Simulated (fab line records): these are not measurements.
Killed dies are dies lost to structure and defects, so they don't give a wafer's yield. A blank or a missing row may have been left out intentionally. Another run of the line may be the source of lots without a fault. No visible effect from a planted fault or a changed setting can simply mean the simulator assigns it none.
Which tool was responsible? / flow nandHarc / 18 wafers from 6 lots sampled at 3 of the route's 1302 steps

## WHAT THE GAUGES READ, wafer by wafer
NHARC_P_GATE_CD_MEAS_59 targets a cd of 720 nm.
lot=L864; measured=day 6 04:41; on=cdSem-02; cdNm (nm)=721.3 720.5 721.8
lot=L865; measured=day 6 21:59; on=cdSem-03; cdNm (nm)=- - -
lot=L877; measured=day 11 19:12; on=cdSem-03; cdNm (nm)=720.8 720.8 722.0
lot=L879; measured=day 12 08:02; on=cdSem-02; cdNm (nm)=722.8 722.9 721.8
lot=L883; measured=day 13 15:55; on=cdSem-01; cdNm (nm)=717.4 718.8 718.9
lot=L884; measured=day 14 03:56; on=cdSem-03; cdNm (nm)=719.9 719.5 720.6

## WHICH TOOL RAN EACH LOT (tool, then ch and the chambers of the sampled wafers, then the start)
lot=L864; NHARC_P_GATE_DESCUM_13=rieDiel-10 ch 0,1,3, day 5 00:02; NHARC_P_GATE_EXPOSE_56=krfScanner-04 ch 0, day 6 04:31
lot=L865; NHARC_P_GATE_DESCUM_13=rieDiel-10 ch 1,2, day 5 13:45; NHARC_P_GATE_EXPOSE_56=krfScanner-03 ch 0, day 6 21:49
lot=L877; NHARC_P_GATE_DESCUM_13=rieDiel-10 ch 1,2,3, day 10 12:06; NHARC_P_GATE_EXPOSE_56=krfScanner-04 ch 0, day 11 19:02
lot=L879; NHARC_P_GATE_DESCUM_13=rieDiel-13 ch 1,2, day 11 02:17; NHARC_P_GATE_EXPOSE_56=krfScanner-03 ch 0, day 12 07:53
lot=L883; NHARC_P_GATE_DESCUM_13=rieDiel-10 ch 0,1,2, day 12 12:25; NHARC_P_GATE_EXPOSE_56=krfScanner-04 ch 0, day 13 15:46
lot=L884; NHARC_P_GATE_DESCUM_13=rieDiel-13 ch 0,2,3, day 12 22:48; NHARC_P_GATE_EXPOSE_56=krfScanner-03 ch 0, day 14 03:47
- NHARC_P_GATE_DESCUM_13: chemistry O2, time 3 s.
- NHARC_P_GATE_EXPOSE_56: exposes mask P PSD, target cd 720 nm.

## THE ANSWER, worked out from the rows above alone
Rule: usual is defined by the lots themselves. The widest of any qualifying gaps counts: lots, ordered by their means at a reading, are off when they make up no more than a third of the lots, leave a main group of 4 or more, and stand apart from it by 3 or more times the standard deviation of that group's means. If all means in a main group match to the digits the tables above print for the reading, that group is not used. Also off: a lot with no number at a reading for which 4 or more lots have one. Where the step has rows for the other lots, those lots are counted as sound.
Off at NHARC_P_GATE_CD_MEAS_59 (cdNm): L865. Without a number there: L865. The main group has a mean of 720.7 nm with a standard deviation of 1.4.
A tool fits if, at a process step before that reading, it ran every lot that is off, and no sound lot after the first of them. The gauges at NHARC_P_GATE_CD_MEAS_59 are tried like those tools. Of those tried, none fits.

## WHAT THE SIMULATOR HAD INSERTED
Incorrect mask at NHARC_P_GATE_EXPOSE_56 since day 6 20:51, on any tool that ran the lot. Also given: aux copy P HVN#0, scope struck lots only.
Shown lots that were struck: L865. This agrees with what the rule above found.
